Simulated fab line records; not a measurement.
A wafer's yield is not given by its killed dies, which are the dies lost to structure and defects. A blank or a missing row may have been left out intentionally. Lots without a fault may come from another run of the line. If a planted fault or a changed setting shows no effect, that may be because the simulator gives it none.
Code-filled problem report in 8D (eight disciplines) form ; flow nand harc ; the parts of the form that need people (team, actions taken, sign-off) are left out

## 1. THE PROBLEM
Wafers without a fault read 61.7 s, standard deviation 0.44; run length s at NHARC_A_STAIRCASE_ETCH_25 reads a mean of 74.8 s on 2 wafers belonging to 2 lots. That puts it +30 standard deviations away from the usual mean.
The step: etches the open film in C4F8/O2, target depth 100 nm, time 40.5 s.
Seen first at day 22 08:42 on rie diel-11, wafer L905.1. Wafers with a number at this step in the record: 42, from 14 lots. Rule for "out", or "out of limits": more than 4 standard deviations from the usual mean. The rest of the wafers with a number are treated as sound.

## 2. WHAT IT IS, AND WHAT IT ISN'T
question;is;is not
which readings at this step;run length s;oes product au, rf vpp V
which lots;L905, L906;L889, L891, L892, L893, L894, L896, L897, L899, L900, L901, L907, L911
which wafers of those lots;L905.1, L906.4;L905.3, L905.6, L906.3, L906.6
read on which tools;rie diel-11;rie diel-02, rie diel-03
when;from day 22 08:42;"up to then (32 sound wafers); but 8 sound wafers of L906, L907, L911 came after"

## 3. THE SUSPECTS, EACH WITH WHAT RULES IT OUT
Counting: a tool at a process step up to the reading stays a suspect if it ran every lot that is out. Sound lots after the first of them don't rule it out here, since some wafers of a struck lot are sound.
- rie diel-03 at NHARC_A_STAIRCASE_ETCH_170 (etches the open film in C4F6/O2, target depth 200 nm, time 66.667 s): kept. Every lot that is out went through it, the first being L905 (day 22 06:47); the last sound lot it ran before that was L893 (day 17 12:58). With no start given for some of its lots, NHARC_A_STAIRCASE_ETCH_170 uses the hours and lot order of NHARC_A_STAIRCASE_DESCUM_11.
- rie diel-03 at NHARC_A_STAIRCASE_DESCUM_11 (chemistry O2, time 3 s): kept. Every lot that is out went through it, the first being L905 (day 22 06:47); the last sound lot it ran before that was L901 (day 20 17:48).
- rie diel-11 at NHARC_A_STAIRCASE_ETCH_25 (etches the open film in C4F8/O2, target depth 100 nm, time 40.5 s): kept. Every lot that is out went through it, the first being L905 (day 22 08:42); the last sound lot it ran before that was L900 (day 20 19:18). Out on those wafers are its own readings of run length s.
After the count, these remain: rie diel-03 at NHARC_A_STAIRCASE_ETCH_170, rie diel-03 at NHARC_A_STAIRCASE_DESCUM_11 and rie diel-11 at NHARC_A_STAIRCASE_ETCH_25.

## 4. THE CAUSE (what the simulator had put in)
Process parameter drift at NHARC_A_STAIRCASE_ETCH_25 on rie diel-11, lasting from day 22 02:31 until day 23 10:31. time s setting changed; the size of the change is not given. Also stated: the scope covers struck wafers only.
Counting leaves 3 suspects; this tool is one of them.

## 5. THE EFFECT CHAIN, in route order
Each row: a reading where the mean over the struck wafers with a number is more than 3 standard deviations away from the usual. Readings are gone through only where the record gives a usual standard deviation; hours: the median, over the lots, of the time from a lot's start at the first step in this table giving one to that lot's start at this step; sigmas: the change measured in usual standard deviations.
hours;step;reading;usual;on struck wafers;change;sigmas
0;NHARC_A_STAIRCASE_ETCH_25;run length s;61.7 s;74.8;+13.1;+30
The process steps in it:
- NHARC_A_STAIRCASE_ETCH_25: etches the open film in C4F8/O2, target depth 100 nm, time 40.5 s.

## 6. HOW IT WOULD HAVE BEEN CAUGHT EARLIER
6 hours passed between the start of the fault at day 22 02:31 and the first reading out of limits in this record, taken at day 22 08:42.
